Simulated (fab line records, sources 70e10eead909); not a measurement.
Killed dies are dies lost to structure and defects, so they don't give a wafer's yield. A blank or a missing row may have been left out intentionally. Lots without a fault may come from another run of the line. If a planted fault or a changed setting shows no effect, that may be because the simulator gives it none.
Which tool did it? -- flow nand-harc -- 18 wafers from 6 lots sampled at 4 of the route's 1302 steps

## WHAT THE GAUGES READ, wafer by wafer
NHARC_P_BONDPAD_CD_MEAS_13.
lot,measured,on,cd-nm (nm)
L744,day 6 19:54,cd-sem-01,500.7 500.2 499.4
L752,day 9 21:20,cd-sem-03,500.9 497.8 498.2
L759,day 12 19:46,cd-sem-03,504.7 501.1 501.1
L762,day 14 02:50,cd-sem-03,503.2 504.0 504.5
L764,day 14 22:56,cd-sem-01,499.8 502.5 501.3
L766,day 16 01:44,cd-sem-03,499.6 500.7 499.2

## WHAT TOOL EACH LOT RAN ON (gives the tool, then ch and the chambers of the sampled wafers, and finally the start)
lot,NHARC_P_M2_PRE_CLEAN_32,NHARC_P_BONDPAD_ETCH_37,NHARC_P_BONDPAD_ETCH_12
L744,"pecvd-04 ch 0,1, day 6 17:38","rie-diel-05 ch 1,2, day 6 19:40","rie-diel-05 ch 0,1,3, day 6 19:54 or earlier"
L752,"pecvd-04 ch 0,1,2, day 9 19:05","rie-diel-01 ch 0,1,2, day 9 21:07","rie-diel-01 ch 1,2,3, day 9 21:20 or earlier"
L759,"pecvd-02 ch 0,1, day 12 17:32","rie-diel-10 ch 0,3, day 12 19:32","rie-diel-10 ch 0,1, day 12 19:46 or earlier"
L762,"pecvd-04 ch 0,2, day 14 00:36","rie-diel-01 ch 2,3, day 14 02:36","rie-diel-01 ch 0,2, day 14 02:50 or earlier"
L764,"pecvd-01 ch 0,1, day 14 20:48","rie-diel-01 ch 1,2,3, day 14 22:42","rie-diel-01 ch 0,1,2, day 14 22:56 or earlier"
L766,"pecvd-02 ch 0,1,2, day 15 23:31","rie-diel-01 ch 1,2, day 16 01:31","rie-diel-01 ch 0,3, day 16 01:44 or earlier"
- NHARC_P_M2_PRE_CLEAN_32: time 12 s.
- NHARC_P_BONDPAD_ETCH_37: etches the open film in N2/H2, target depth 60 nm, overetch 18 nm, time 65.91 s.
- NHARC_P_BONDPAD_ETCH_12: etches the open film in CHF3/O2, target depth 200 nm, time 100 s.

## THE ANSWER, worked out from the rows above alone
Rule: the lots themselves supply what counts as usual. Put in order of their means at a reading, lots are off if they are a third of the lots or fewer, leave a main group of 4 or more, and stand apart from it by a gap of 3 or more times the standard deviation of the main group's means; of several such gaps the widest counts. A main group is skipped when, at the precision printed for the reading in the tables above, its means are all equal. A lot without any number at a reading at which 4 lots or more have one is off too. Where the step has rows for the other lots, those lots are counted as sound.
No lot is off at any reading shown: from this, nothing can be told.

## WHAT THE SIMULATOR HAD PUT IN
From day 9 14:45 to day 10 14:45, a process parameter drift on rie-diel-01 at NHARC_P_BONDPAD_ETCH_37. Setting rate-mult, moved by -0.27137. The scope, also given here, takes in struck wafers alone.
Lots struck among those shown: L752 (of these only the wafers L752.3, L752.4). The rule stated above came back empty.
